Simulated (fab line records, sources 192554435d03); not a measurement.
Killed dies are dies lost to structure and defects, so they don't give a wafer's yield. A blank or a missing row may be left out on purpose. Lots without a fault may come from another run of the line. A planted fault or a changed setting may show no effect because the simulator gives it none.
fab line records | flow n5_finfet
record lots=9 wafers=27 last_day=17
route steps=1938 shown BEOL_M2@860 BEOL_M4@1111 PASSIVATION@1936
lots that met no fault: from a run of the same line without faults
start_h: hours from the record's first day to the start of the lot's first wafer shown | wait_h: hours since the lot's step before | " the same as in the row above | L1.1+2: a row that stands for several wafers | - no value, or no start given | * or withheld: withheld | < > ~ a bound
route shown NAME@n: a module of which the file shows steps, and the number in the route of the first | usual: mean/standard deviation of fault-free wafers | same: alike in all rows | chamber/n: place in a boat | sites: the reading at each site | _std_site: their standard deviation | _edge_site: outer sites' mean less inner sites' | radius_mm: how far each site lies from the wafer's centre | mask NAME#n: copy n | behind: the tool/chamber that last shaped the wafer | hold: why the lot was held/for how many hours/how that ended | device: the transistor (n, p or np) that didn't switch | end of line: the same wafers' tests at the end of the route | a step without rows: its recipe alone | killed: dies lost to structure and defects at the first sort, not the wafer's yield | map: a wafer's dies, x killed, . not, _ none there
set.NAME: the setting as run; set.NAME@STEP: as run at that earlier step | model.NAME: the simulator's own value behind a step, which no gauge read
steps of the route over a sample of lots; a table a step, a row a wafer
services: from which hour (start_h, from the record's first day; less than 0 if before it) a tool's chamber was out of use, for how many hours, and why
## steps
# step N5_BEOL_M2_ETCH_64
# recipe chemistry=N2/H2 target=SOC target_depth_a=750 overetch_a=225 mask_material=SiARC temp_c=40 time_s=121.9 ion_energy_ev=200 pressure_mtorr=30 source_w=840 bias_w=150 n2_flow_sccm=200 h2_flow_sccm=200
# usual drypump_motor_current_A=5.7/0.53 h2_flow_sccm=200.0/0.55 oes_product_au=0.59/0.059 rf_fwd_power_W=836.1/2.5 rf_vpp_V=523.1/2.7 showerhead_plenum_p_Torr=2.51/0.093 throttle_valve_pct=17.88/0.23
# columns lot.wafer tool chamber start_h wait_h drypump_motor_current_A h2_flow_sccm oes_product_au rf_fwd_power_W rf_hours_counter_h rf_vpp_V showerhead_plenum_p_Torr throttle_valve_pct
L483.1 rie_diel-05 1 126.83 0.0 6.1 200.4 0.56 833.3 179 521.6 2.42 18.01
L483.2 " 3 " " 5.4 200.4 0.58 843.2 149 523.2 2.52 17.63
L483.4 " 0 " " 5.7 200.6 0.58 838.5 162 523.5 2.54 18.20
L485.2 rie_diel-05 1 143.31 0.0 6.1 200.6 0.55 835.5 185 520.3 2.42 18.04
L485.3 " 0 " " 5.7 199.6 0.57 834.5 168 523.3 2.54 18.23
L485.5 " 2 " " 6.5 199.0 0.61 837.9 - 523.9 2.56 17.73
L486.2 rie_diel-04 2 149.53 0.0 4.9 200.6 0.55 838.2 191 525.0 2.63 17.83
L486.5 " 0 " " 6.0 199.3 0.57 837.7 - 526.4 2.67 18.11
L486.6 " 3 " " 4.9 200.2 0.56 839.5 - 521.8 2.44 18.06
L494.2 rie_diel-05 1 200.54 0.0 6.2 200.8 0.55 836.4 207 521.3 2.41 18.08
L494.3 " 3 " " 5.4 200.7 0.57 836.6 174 522.6 2.51 17.66
L494.4 " 2 " " 6.5 200.4 0.59 832.6 135 525.9 2.55 17.77
L499.1 rie_diel-05 0 229.95 0.0 5.7 201.5 0.55 836.1 200 521.1 2.52 18.28
L499.4 " 3 " " 5.4 199.3 0.57 835.1 185 522.9 2.51 17.67
L499.6 " 0 " " 5.7 199.6 0.56 832.0 - 524.0 2.52 18.28
L500.2 rie_diel-05 0 234.39 0.0 5.8 199.9 0.55 836.4 203 523.8 2.52 18.27
L500.3 " 3 " " 5.4 200.0 0.56 837.1 187 523.7 2.51 17.67
L500.5 " 2 " " 6.5 200.5 0.59 832.0 - 525.4 2.55 17.79
L503.1 rie_diel-04 1 252.78 0.0 5.8 200.0 0.63 832.2 74 525.4 2.57 18.05
L503.4 " 0 " " 6.1 199.5 0.56 834.2 160 527.2 2.66 18.16
L503.6 " 3 " " 4.9 199.6 0.54 835.2 - 520.3 2.43 18.13
L504.1 rie_diel-06 2 266.34 0.0 5.6 199.8 0.65 837.6 49 525.3 2.56 17.47
L504.3 " 3 " " 5.1 200.1 0.65 840.0 42 521.8 2.48 17.73
L504.4 " 1 " " 5.6 200.1 0.54 834.9 214 517.6 2.30 17.95
L505.1 rie_diel-06 0 272.36 0.0 6.4 199.9 0.71 837.3 18 523.8 2.50 17.76
L505.3 " 3 " " 5.1 199.6 0.65 835.4 44 521.9 2.48 17.73
L505.5 " 2 " " 5.6 201.3 0.65 837.5 - 526.1 2.56 17.46
# step N5_BEOL_M2_CD_MEAS_28
# recipe target_cd_nm=26.2 landing_energy_ev=500 detector=se_inlens target_cd_y_nm=24.1 polarity=opening
# usual cd_nm=26.21/0.22
# columns lot.wafer tool chamber start_h wait_h cd_nm
L483.1 cd_sem-01 0 127.51 - 26.46
L483.2 " 0 " " 26.23
L483.4 " 0 " " 26.51
L485.2 cd_sem-02 0 144.03 - 26.33
L485.3 " 0 " " 26.64
L485.5 " 0 " " 26.53
L486.2 cd_sem-02 0 150.21 - 26.24
L486.5 " 0 " " 26.33
L486.6 " 0 " " 26.64
L494.2 cd_sem-03 0 201.34 - 26.13
L494.3 " 0 " " 26.25
L494.4 " 0 " " 26.08
L499.1 cd_sem-01 0 230.73 - 26.51
L499.4 " 0 " " 26.57
L499.6 " 0 " " 26.16
L500.2 cd_sem-01 0 235.10 - 25.96
L500.3 " 0 " " 26.10
L500.5 " 0 " " 26.20
L503.1 cd_sem-03 0 253.45 - 25.93
L503.4 " 0 " " 26.25
L503.6 " 0 " " 26.04
L504.1 cd_sem-03 0 267.02 - 26.28
L504.3 " 0 " " 26.05
L504.4 " 0 " " 26.15
L505.1 cd_sem-03 0 273.05 - 26.42
L505.3 " 0 " " 25.77
L505.5 " 0 " " 26.27
# step N5_BEOL_M2_INSPECT_30
# recipe mode=adi inspect_instrument=brightfield
# usual raw_defect_count=394/91
# columns lot.wafer tool chamber start_h wait_h raw_defect_count
L483.1 defect_inspect-02 - 127.59 0.1 427
L483.2 " - " " 354
L483.4 " - " " 336
L485.2 defect_inspect-01 - 144.11 0.0 388
L485.3 " - " " 455
L485.5 " - " " 475
L486.2 defect_inspect-01 - 150.30 0.0 408
L486.5 " - " " 282
L486.6 " - " " 290
L494.2 defect_inspect-01 - 201.43 0.0 419
L494.3 " - " " 406
L494.4 " - " " 416
L499.1 defect_inspect-01 - 230.81 0.1 380
L499.4 " - " " 712
L499.6 " - " " 282
L500.2 defect_inspect-02 - 235.19 0.0 330
L500.3 " - " " 858
L500.5 " - " " 513
L503.1 defect_inspect-02 - 253.54 0.1 383
L503.4 " - " " 287
L503.6 " - " " 508
L504.1 defect_inspect-01 - 267.11 0.1 279
L504.3 " - " " 262
L504.4 " - " " 354
L505.1 defect_inspect-02 - 273.14 0.1 383
L505.3 " - " " 269
L505.5 " - " " 300
# step N5_BEOL_M2_ALD_98
# recipe material=SiO2 target_thk_a=25 temp_c=100 ald_precursor_family=BDEAS ald_co_reactant=O2-plasma pulse_time_s=1 co_reactant_pulse_time_s=1 purge_time_s=2 co_reactant_purge_time_s=2 ald_cycles=17 pressure_torr=2
# usual chamber_pressure_Torr=2.000/0.0049 heater_power_w=79/6 precursor_pulse_height_rel=0.999/0.02
# columns lot.wafer tool chamber start_h wait_h chamber_pressure_Torr heater_power_w precursor_pulse_height_rel
L483.1 ald_sin-03 1 127.76 0.1 2.014 86 1.040
L483.2 " 2 " " 1.994 86 1.002
L483.4 " 0 " " 1.999 77 1.015
L485.2 ald_sin-04 0 144.32 0.1 1.996 90 1.037
L485.3 " 2 " " 2.007 81 0.983
L485.5 " 2 " " 1.996 80 0.985
L486.2 ald_sin-02 0 150.66 0.1 2.001 74 0.985
L486.5 " 3 " " 2.000 76 1.020
L486.6 " 0 " " 1.999 76 0.999
L494.2 ald_sin-04 3 201.60 0.1 2.000 74 0.998
L494.3 " 0 " " 1.997 88 0.997
L494.4 " 1 " " 1.998 79 0.976
L499.1 ald_sin-04 0 230.99 0.1 2.002 89 1.018
L499.4 " 2 " " 1.993 80 1.003
L499.6 " 3 " " 1.998 73 0.998
L500.2 ald_sin-04 2 235.55 0.1 1.998 79 0.971
L500.3 " 3 " " 2.000 75 0.993
L500.5 " 1 " " 2.002 81 1.000
L503.1 ald_sin-02 2 253.87 0.1 1.999 74 0.997
L503.4 " 3 " " 1.992 77 0.967
L503.6 " 3 " " 1.988 76 1.026
L504.1 ald_sin-04 0 267.30 0.1 2.001 89 0.986
L504.3 " 1 " " 1.993 80 1.019
L504.4 " 2 " " 1.996 81 1.011
L505.1 ald_sin-02 0 273.61 0.4 1.994 75 0.970
L505.3 " 3 " " 2.007 78 0.987
L505.5 " 3 " " 1.990 76 1.032
# step N5_BEOL_M2_ETCHBACK_99
# recipe chemistry=CHF3 target=SiO2 target_depth_a=50 time_s=10.4 source_w=215 bias_w=47 Ar_flow_sccm=200 CHF3_flow_sccm=12 ion_energy_ev=100 pressure_mtorr=30
# usual drypump_motor_current_A=5.6/0.54 oes_product_au=0.77/0.078 rf_fwd_power_W=212.2/0.93 rf_vpp_V=240/5.6 showerhead_plenum_p_Torr=2.14/0.08 throttle_valve_pct=17.20/0.18
# columns lot.wafer tool chamber start_h wait_h drypump_motor_current_A oes_product_au rf_fwd_power_W rf_hours_counter_h rf_vpp_V showerhead_plenum_p_Torr throttle_valve_pct
L483.1 rie_diel-05 3 132.81 5.0 5.4 0.79 213.3 151 244 2.15 17.10
L483.2 " 0 " " 5.8 0.75 212.3 165 243 2.13 17.31
L483.4 " 2 " " 6.5 0.82 211.3 111 250 2.15 16.90
L485.2 rie_diel-04 1 152.15 7.8 5.8 0.89 211.8 32 231 2.20 17.27
L485.3 " 2 " " 4.9 0.71 212.2 193 246 2.23 17.20
L485.5 " 0 " " 6.0 0.75 213.4 - 237 2.25 17.22
L486.2 rie_diel-06 3 172.17 21.5 5.1 0.93 212.7 12 243 2.11 16.85
L486.5 " 1 " " 5.6 0.73 212.8 - 235 1.97 17.28
L486.6 " 2 " " 5.6 0.92 213.7 - 241 2.17 16.70
L494.2 rie_diel-05 1 202.29 0.6 6.2 0.73 210.6 208 233 2.02 17.33
L494.3 " 0 " " 5.7 0.73 211.6 191 243 2.12 17.35
L494.4 " 3 " " 5.4 0.76 213.7 174 244 2.15 17.14
L499.1 rie_diel-04 1 233.42 2.4 5.8 0.84 212.7 65 232 2.19 17.32
L499.4 " 3 " " 4.9 0.72 211.7 179 240 2.06 17.38
L499.6 " 0 " " 6.0 0.73 212.4 - 238 2.25 17.26
L500.2 rie_diel-04 0 237.25 1.6 6.0 0.74 212.3 154 238 2.24 17.26
L500.3 " 3 " " 4.9 0.72 211.6 180 241 2.06 17.38
L500.5 " 2 " " 4.9 0.68 213.2 - 248 2.22 17.25
L503.1 rie_diel-04 0 256.16 2.2 6.0 0.73 212.6 162 238 2.24 17.25
L503.4 " 1 " " 5.8 0.82 211.9 75 230 2.19 17.34
L503.6 " 1 " " 5.8 0.83 211.9 - 232 2.19 17.35
L504.1 rie_diel-04 0 277.85 10.5 6.0 0.72 211.7 169 239 2.24 17.27
L504.3 " 1 " " 5.8 0.82 211.2 83 231 2.19 17.36
L504.4 " 2 " " 4.9 0.68 211.2 - 247 2.21 17.28
L505.1 rie_diel-04 1 279.02 5.4 5.8 0.81 211.9 83 231 2.19 17.37
L505.3 " 2 " " 4.8 0.68 211.6 241 246 2.21 17.29
L505.5 " 0 " " 6.0 0.72 212.8 - 240 2.24 17.26
# step N5_BEOL_M4_RC_MEAS_101
# usual DIBL_N=35.9/1.9 DIBL_P=35.8/2.4 IOFF_N=0.15/0.031 IOFF_P=0.21/0.037 ION_N=672/13 ION_P=462/8.3 SS_N=71.5/0.72 SS_P=73.2/0.67 VT_N=250/3.4 VT_P=-250/3.4
# columns lot.wafer tool chamber start_h wait_h DIBL_N[mV/V] DIBL_P[mV/V] IOFF_N[nA/um] IOFF_P[nA/um] ION_N[uA/um] ION_P[uA/um] SS_N[mV/dec] SS_P[mV/dec] VT_N[mV] VT_P[mV]
L483.1 prober-02 0 166.95 0.0 37.0 37.6 0.15 0.22 676 466 71.2 73.8 250 -250
L483.2 " 0 " " 36.5 35.3 0.13 0.18 657 450 71.2 73.2 253 -253
L483.4 " 0 " " 36.5 36.1 0.13 0.19 660 457 71.4 72.7 252 -251
L485.2 prober-02 0 184.98 0.2 32.8 33.2 0.11 0.14 650 452 70.8 72.9 255 -258
L485.3 " 0 " " 33.6 34.1 0.11 0.14 640 435 70.8 73.1 259 -259
L485.5 " 0 " " 32.4 32.9 0.10 0.13 651 444 70.5 72.6 258 -258
L486.2 prober-02 0 197.24 0.2 35.8 35.0 0.13 0.18 661 453 71.1 72.7 251 -252
L486.5 " 0 " " 37.4 36.8 0.16 0.22 669 462 72.1 73.6 252 -250
L486.6 " 0 " " 35.5 34.3 0.13 0.18 669 459 71.0 73.0 252 -251
L494.2 prober-02 0 244.59 0.2 37.5 36.0 0.17 0.22 689 475 71.7 72.8 248 -247
L494.3 " 0 " " 36.8 35.3 0.16 0.21 670 464 71.8 72.9 248 -246
L494.4 " 0 " " 39.8 39.6 0.23 0.31 699 482 72.4 73.8 243 -241
L500.2 prober-02 0 261.13 0.2 39.6 39.5 0.21 0.29 684 476 71.4 74.8 243 -247
L500.3 " 0 " " 38.2 36.9 0.18 0.24 682 469 72.2 73.5 247 -251
L500.5 " 0 " " 36.8 36.1 0.16 0.22 674 464 71.6 73.5 248 -249
L499.1 prober-01 0 264.32 0.0 35.3 36.0 0.14 0.21 675 473 70.9 73.6 251 -248
L499.4 " 0 " " 35.6 35.1 0.14 0.19 669 460 70.4 73.2 252 -250
L499.6 " 0 " " 34.8 35.6 0.13 0.20 666 461 71.4 72.9 254 -251
L503.1 prober-01 0 295.81 0.0 37.3 37.4 0.19 0.26 682 470 71.5 73.0 244 -246
L503.4 " 0 " " 35.4 36.2 0.16 0.23 676 472 70.8 73.6 247 -248
L503.6 " 0 " " 35.8 35.8 0.17 0.23 688 471 70.9 72.9 247 -248
L505.1 prober-01 0 310.02 0.0 38.1 39.6 0.19 0.26 677 462 72.5 74.5 246 -246
L505.3 " 0 " " 37.9 38.2 0.18 0.23 696 474 72.1 74.2 249 -248
L505.5 " 0 " " 35.8 37.0 0.15 0.20 674 464 71.2 74.0 251 -251
L504.1 prober-02 0 310.27 0.0 36.2 39.0 0.16 0.23 667 459 71.7 73.3 252 -248
L504.3 " 0 " " 37.0 39.4 0.16 0.22 662 451 71.6 73.5 249 -250
L504.4 " 0 " " 35.5 37.0 0.14 0.19 672 461 71.8 73.1 252 -250
# step N5_PASSIVATION_PROBE_49
# usual defect_limited_yield=91.6/1.2 killed_at_M0_to_M3=33/9.4 killed_at_M4_up=13/5.2 killed_at_contacts=13/5.6 killed_at_front_end=37/9.5 killed_at_other=4/3.1 killed_dies=99/15 killed_on_rim=13/3.6 killed_open=65/11 killed_short=32/7.5 sort_bin_5_function=4.9/0.77 sort_bin_6_memory=3.1/0.65 sort_n_pass=1081/15 sort_yield_pct=91.6/1.2
# same gross_dies=1180 killed_at_back_side=0 sort_bin_4_leakage[%]=0 sort_bin_8_speed[%]=0
# columns lot.wafer tool chamber start_h wait_h defect_limited_yield[%] killed_at_M0_to_M3 killed_at_M4_up killed_at_contacts killed_at_front_end killed_at_other killed_dies killed_on_rim killed_open killed_short sort_bin_5_function[%] sort_bin_6_memory[%] sort_n_pass sort_yield_pct[%]
L500.2 prober-01 - 367.37 0.1 89.5 33 11 17 63 0 124 14 76 46 6.0 4.2 1056 89.5
L500.3 prober-01 - 367.42 0.1 83.0 149 14 8 30 0 201 14 64 29 11.2 4.5 979 83.0
L500.5 prober-01 - 367.52 0.2 88.6 45 8 11 68 2 134 18 88 44 7.1 4.0 1046 88.6
L499.1 prober-01 - 374.78 0.0 91.3 38 15 8 35 7 103 10 72 31 4.7 3.9 1077 91.3
L499.4 prober-01 - 374.93 0.2 84.7 130 13 4 30 3 180 11 43 35 10.6 3.2 1000 84.7
L499.6 prober-01 - 375.03 0.3 91.9 47 9 9 27 4 96 13 59 37 5.1 3.0 1084 91.9
# killed by level:class
L500.2 STI_FIN_REVEAL:geometric_particle:open=21 FIN_SAQP:geometric_particle:short=16 MOL_CONTACT_COAG:geometric_particle:open=12 BEOL_M1:geometric_particle:open=10 BEOL_M0_SAQP:geometric_particle:open=8 GATE_CUT:geometric_particle:short=6 BEOL_M1:geometric_particle:short=6 MOL_CONTACT_COAG:geometric_particle:short=5
L500.3 BEOL_M2:unspecified=108 BEOL_M3:geometric_particle:open=10 BEOL_M0_SAQP:geometric_particle:open=9 STARTING-WAFER:geometric_particle:open=7 MOL_CONTACT_COAG:geometric_particle:open=6 BEOL_M0_SAQP:geometric_particle:short=5 BEOL_M0:geometric_particle:open=5 FIN_SAQP:geometric_particle:short=4
L500.5 STI_FIN_REVEAL:geometric_particle:open=13 BEOL_M0_SAQP:geometric_particle:open=13 BEOL_M3:geometric_particle:open=11 FIN_SAQP:geometric_particle:open=10 MOL_CONTACT_COAG:geometric_particle:open=10 FIN_SAQP:geometric_particle:short=9 GATE_CUT:geometric_particle:short=9 BEOL_M0_SAQP:geometric_particle:short=9
L499.1 BEOL_M0_SAQP:geometric_particle:short=11 STI_FIN_REVEAL:geometric_particle:open=10 BEOL_M0_SAQP:geometric_particle:open=10 BEOL_M4:geometric_particle:open=8 MOL_CONTACT_COAG:geometric_particle:open=7 BEOL_M1:geometric_particle:open=6 DUMMY_GATE:geometric_particle:open=5 FIN_SAQP:geometric_particle:short=4
L499.4 BEOL_M2:unspecified=102 FIN_SAQP:geometric_particle:short=11 BEOL_M0_SAQP:geometric_particle:short=8 BEOL_M0_SAQP:geometric_particle:open=6 BEOL_M4:geometric_particle:open=6 STI_FIN_REVEAL:geometric_particle:open=4 MOL_CONTACT_COAG:geometric_particle:open=4 BEOL_M4:geometric_particle:short=4
L499.6 BEOL_M0_SAQP:geometric_particle:open=13 BEOL_M0_SAQP:geometric_particle:short=13 BEOL_M3:geometric_particle:open=9 MOL_CONTACT_COAG:geometric_particle:open=7 FIN_SAQP:geometric_particle:short=5 BEOL_M2:geometric_particle:open=5 STARTING-WAFER:geometric_particle:short=5 GATE_CUT:geometric_particle:short=4
## services
# columns tool chamber start_h hours kind
rie_diel-05 - 130.49 0.3 repair
ald_sin-04 1 141.33 2.9 repair
ald_sin-02 1 145.62 15.5 repair
ald_sin-03 - 154.15 14.6 pm
ald_sin-04 1 155.26 4.3 repair
rie_diel-04 0 167.03 32.6 repair
ald_sin-02 - 171.60 0.4 repair
ald_sin-04 - 177.93 14.0 pm
ald_sin-04 0 177.93 14.0 vent_cycle
ald_sin-04 1 177.93 14.0 vent_cycle
ald_sin-04 2 177.93 14.0 vent_cycle
ald_sin-04 3 177.93 14.0 vent_cycle
rie_diel-04 3 191.39 5.6 repair
ald_sin-04 0 191.93 - clean
ald_sin-03 0 199.02 5.4 repair
rie_diel-05 - 219.24 0.6 repair
ald_sin-02 - 224.91 0.4 repair
rie_diel-06 - 226.50 4.3 pm
ald_sin-04 - 239.12 2.2 repair
rie_diel-06 2 244.62 10.0 repair
rie_diel-05 1 249.20 16.5 repair
ald_sin-03 - 269.81 14.0 pm
ald_sin-02 1 272.71 1.7 repair
rie_diel-04 3 277.18 5.2 repair
## key
first_sign step=N5_BEOL_M2_INSPECT_30 reading=raw_defect_count direction=up sigmas=4.3 usual=394 struck=785
effect step=N5_PASSIVATION_PROBE_49 reading=killed_at_M0_to_M3 direction=up sigmas=11 usual=33 struck=140
more_kills_born_at N5_BEOL_M2_ETCH_64@rie_diel-05=210
met_at N5_BEOL_M2_ETCH_64
struck_lots L499,L500
struck_wafers L499.4,L500.3
not_acting_at N5_BEOL_M2_CD_MEAS_28,N5_BEOL_M2_ALD_98,N5_BEOL_M2_ETCHBACK_99
onset_between 200.54 229.95
fault kind=chamber_particle_source tool=rie_diel-05 chamber=3 onset_h=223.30 steps=N5_BEOL_M2_ETCH_64 rate_per_visit_cm2=0.51226 end_h=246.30
